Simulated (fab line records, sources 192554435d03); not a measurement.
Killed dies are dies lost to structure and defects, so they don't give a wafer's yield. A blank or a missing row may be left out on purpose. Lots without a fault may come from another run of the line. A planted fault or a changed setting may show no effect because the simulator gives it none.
Chamber matching | flow n5_finfet | N5_BEOL_M10_CURE_72 on uv_cure-01: 3 sister chambers
The step cures SiCOH lowk, time 120 s. 6 wafers are shown with their chamber, then 9 later ones without.

WAFERS WITH THEIR CHAMBER
wafer  | chamber | wafer_temp_C_max | lamp_power_pct (%)
L086.3 | 2       | 372.3            | 52.41
L086.4 | 2       | 372.0            | 52.32
L087.4 | 0       | 371.7            | 52.26
L087.6 | 0       | 371.6            | 52.35
L094.2 | 1       | 371.1            | 52.44
L094.6 | 1       | 371.1            | 52.43

WAFERS WITHOUT THEIR CHAMBER
wafer  | wafer_temp_C_max | lamp_power_pct (%)
L093.2 | 370.9            | 52.44
L093.4 | 371.0            | 52.33
L093.6 | 370.9            | 52.31
L095.1 | 372.5            | 52.32
L095.5 | 371.7            | 52.29
L095.6 | 372.7            | 52.29
L097.1 | 372.2            | 52.31
L097.3 | 372.4            | 52.26
L097.5 | 371.8            | 52.40

WHICH CHAMBER EACH WENT THROUGH
wafer  | from the rows above     | in truth
L093.2 | 1                       | 1
L093.4 | 1                       | 1
L093.6 | 1                       | 1
L095.1 | 2                       | 2
L095.5 | 0                       | 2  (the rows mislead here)
L095.6 | 2                       | 2
L097.1 | 2                       | 2
L097.3 | 2                       | 2
L097.5 | can't be placed: 0 or 2 | 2
Placed correctly: 7 of 9. Can't be placed from these rows: 1 (the true chamber is among the candidates in 1). Placed wrongly: 1.
How it was worked out, from the rows above alone: a wafer's distance from a chamber is the root of the sum, over the readings, of the square of ((its reading less the chamber's mean) divided by the reading's scatter). The wafer belongs to the nearest chamber; if the next one is less than 2 further off, it can't be placed. A chamber's mean is the mean of its shown wafers. The scatter: the root of (the sum of the squares of (reading less its chamber's mean) over the shown wafers, divided by (wafers less chambers)).
